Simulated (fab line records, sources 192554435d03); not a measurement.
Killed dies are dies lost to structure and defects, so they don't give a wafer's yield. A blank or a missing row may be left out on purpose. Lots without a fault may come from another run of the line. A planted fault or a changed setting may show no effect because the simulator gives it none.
Chamber matching | flow n5_finfet | N5_BEOL_M0_CUTY_ETCH_62 on rie_diel-03: 4 sister chambers
The step etches SiARC in CF4, time 58.5 s. 8 wafers are shown with their chamber, then 9 later ones without.

WAFERS WITH THEIR CHAMBER
wafer  | chamber | throttle_valve_pct (%) | showerhead_plenum_p_Torr (Torr)
L077.2 | 2       | 15.68                  | 2.12
L085.6 | 0       | 16.07                  | 2.19
L086.1 | 2       | 15.70                  | 2.11
L086.2 | 3       | 15.68                  | 2.14
L086.3 | 0       | 16.06                  | 2.19
L088.1 | 1       | 15.55                  | 2.16
L088.4 | 3       | 15.68                  | 2.14
L088.5 | 1       | 15.58                  | 2.16

WAFERS WITHOUT THEIR CHAMBER
wafer  | throttle_valve_pct (%) | showerhead_plenum_p_Torr (Torr)
L089.1 | 15.57                  | 2.16
L089.4 | 15.72                  | 2.11
L089.6 | 15.56                  | 2.16
L092.2 | 15.58                  | 2.19
L092.4 | 15.70                  | 2.14
L092.5 | 15.72                  | 2.14
L094.4 | 15.76                  | 2.11
L094.5 | 15.73                  | 2.14
L094.6 | 15.74                  | 2.11

WHICH CHAMBER EACH WENT THROUGH
wafer  | from the rows above | in truth
L089.1 | 1                   | 1
L089.4 | 2                   | 2
L089.6 | 1                   | 1
L092.2 | 1                   | 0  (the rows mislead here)
L092.4 | 3                   | 3
L092.5 | 3                   | 3
L094.4 | 2                   | 2
L094.5 | 3                   | 3
L094.6 | 2                   | 2
Placed correctly: 8 of 9. Can't be placed from these rows: 0. Placed wrongly: 1.
How it was worked out, from the rows above alone: a wafer's distance from a chamber is the root of the sum, over the readings, of the square of ((its reading less the chamber's mean) divided by the reading's scatter). The wafer belongs to the nearest chamber; if the next one is less than 2 further off, it can't be placed. A chamber's mean is the mean of its shown wafers. The scatter: the root of (the sum of the squares of (reading less its chamber's mean) over the shown wafers, divided by (wafers less chambers)).
